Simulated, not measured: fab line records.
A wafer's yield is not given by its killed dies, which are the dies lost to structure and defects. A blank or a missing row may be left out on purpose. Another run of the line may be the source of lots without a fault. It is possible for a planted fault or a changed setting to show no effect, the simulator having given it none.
Split-lot experiment ; flow n5_finfet ; 7 lots, 39 wafers read, on a route of 1938 steps

ABOUT THE SPLIT
At N5_HKMG_FIN_CVD_62 (deposits a-Si from Si2H6, target thk 3 nm, time 20.8 s), the setting target_thk_a was moved away from the recipe's 30 angstrom on 15 of the 39 wafers read, by -11.3% to +11.3%. This setting was run at the recipe's value on the other wafers.

Reading taken at the split's own step.

THE READING
a-Si_of_HKMG_FIN_CVD_62.thk_nm (the simulator's own value, which no gauge read), in nm, at N5_HKMG_FIN_CVD_62 (deposits a-Si from Si2H6, target thk 3 nm, time 20.8 s). The file does not state a usual value for it. The 24 wafers here that ran the recipe average 2.9 nm, standard deviation 0.12 nm.

wafer;tool, chamber at the split;target_thk_a as run, angstrom;against the recipe;a-Si_of_HKMG_FIN_CVD_62.thk_nm, nm;against lot-mates on the recipe
L074.1;thermal_cvd_si-01, 0,2;30;recipe;2.8;-
L074.5;thermal_cvd_si-01, 0,2;30;recipe;2.8;-
L074.2;thermal_cvd_si-01, 1,2,1,0;30;recipe;3;-
L074.3;thermal_cvd_si-01, 1,2,1,0;30;recipe;3;-
L074.4;thermal_cvd_si-01, 1,2,1,0;30;recipe;3;-
L074.6;thermal_cvd_si-01, 1,2,1,0;30;recipe;3;-
L078.1;thermal_cvd_si-01, 1,0;30;recipe;3;-
L078.3;thermal_cvd_si-01, 1,0;30;recipe;3;-
L078.2;thermal_cvd_si-01, 2;33.4;+11.3%;3.4;+0.5
L078.4;thermal_cvd_si-01, 1;30;recipe;2.8;-
L078.5;thermal_cvd_si-01, 0,2;33.4;+11.3%;3.2;+0.3
L078.6;thermal_cvd_si-01, 0,2;33.4;+11.3%;3.2;+0.3
L079.1;thermal_cvd_si-02, 0,1,2;30;recipe;2.8;-
L079.3;thermal_cvd_si-02, 0,1,2;30;recipe;2.8;-
L079.4;thermal_cvd_si-02, 0,1,2;30;recipe;2.8;-
L079.2;thermal_cvd_si-02, 2;32.97;+9.9%;3;+0.2
L079.5;thermal_cvd_si-02, 1;32.97;+9.9%;3.4;+0.6
L079.6;thermal_cvd_si-02, 0;32.97;+9.9%;3.2;+0.4
L083.1;thermal_cvd_si-02, 1,2,2;26.61;-11.3%;2.6;-0.5
L083.3;thermal_cvd_si-02, 1,2,2;26.61;-11.3%;2.6;-0.5
L083.4;thermal_cvd_si-02, 1,2,2;26.61;-11.3%;2.6;-0.5
L083.2;thermal_cvd_si-02, 0;30;recipe;3.2;-
L083.5;thermal_cvd_si-02, 0;30;recipe;3.2;-
L083.6;thermal_cvd_si-02, 1;30;recipe;3;-
L087.1;thermal_cvd_si-02, 2;28.03;-6.6%;2.6;-0.4
L087.2;thermal_cvd_si-02, 0,2;28.03;-6.6%;2.8;-0.2
L087.4;thermal_cvd_si-02, 0,2;28.03;-6.6%;2.8;-0.2
L087.3;thermal_cvd_si-02, 1,1,0;30;recipe;3;-
L087.5;thermal_cvd_si-02, 1,1,0;30;recipe;3;-
L087.6;thermal_cvd_si-02, 1,1,0;30;recipe;3;-
L091.1;thermal_cvd_si-02, 1,2,1;30;recipe;3;-
L091.4;thermal_cvd_si-02, 1,2,1;30;recipe;3;-
L091.5;thermal_cvd_si-02, 1,2,1;30;recipe;3;-
L091.2;thermal_cvd_si-02, 2,1,2;26.65;-11.2%;2.6;-0.4
L091.3;thermal_cvd_si-02, 2,1,2;26.65;-11.2%;2.6;-0.4
L091.6;thermal_cvd_si-02, 2,1,2;26.65;-11.2%;2.6;-0.4
L092.2;thermal_cvd_si-01, 0,2;30;recipe;2.8;-
L092.3;thermal_cvd_si-01, 0,2;30;recipe;2.8;-
L092.6;thermal_cvd_si-01, 2;30;recipe;3;-
Where a row lists several chambers, the file gives one row for several wafers and doesn't say which wafer went through which chamber.

FIT RESULTS
A straight line over all 39 wafers: a-Si_of_HKMG_FIN_CVD_62.thk_nm changes by +0.0293 nm for each +1% of target_thk_a; r = +0.86; the points scatter about the line by 0.11 nm.
The same after taking each lot's own level away (the mean of its wafers on the recipe; 39 wafers): +0.0381 nm for each +1%; r = +0.93; scatter 0.094 nm.
That fit puts the effect of the largest move of target_thk_a on the reading at 0.43 nm.
The lots' own levels span 2.80 to 3.13 nm, that is 2.8 times the standard deviation above.
Hence the slope depends on the lot-to-lot level, as the two fits are not the same.
Check: for one of the wafers moved furthest among these (+11.3%), held out of the fit, the line's prediction against its lot-mates is +0.412 nm. Against them it came out at +0.467 nm.

FURTHER SPLITS ON THESE WAFERS
Note: prior to the reading, these wafers also went through further splits. Each is held against what the fit with the lots' levels taken away leaves over:
other split on the same wafers;wafers away from the commonest value;r with a-Si_of_HKMG_FIN_CVD_62.thk_nm (lot level and that fit taken away)
N5_FIN_SAQP_EXPOSE_13 dose_mj;12;-0.05
N5_FIN_CUT_CUT_ETCH_26 target_depth_a;12;+0.08
N5_DUMMY_GATE_ETCH_32 time_s;12;+0.00
N5_HKMG_FIN_ETCH_54 source_w;18;+0.01

THE FILE'S OWN FIT
a-Si_of_HKMG_FIN_CVD_62.thk_nm changes by +0.0383 nm for each +1% of target_thk_a, r = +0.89.
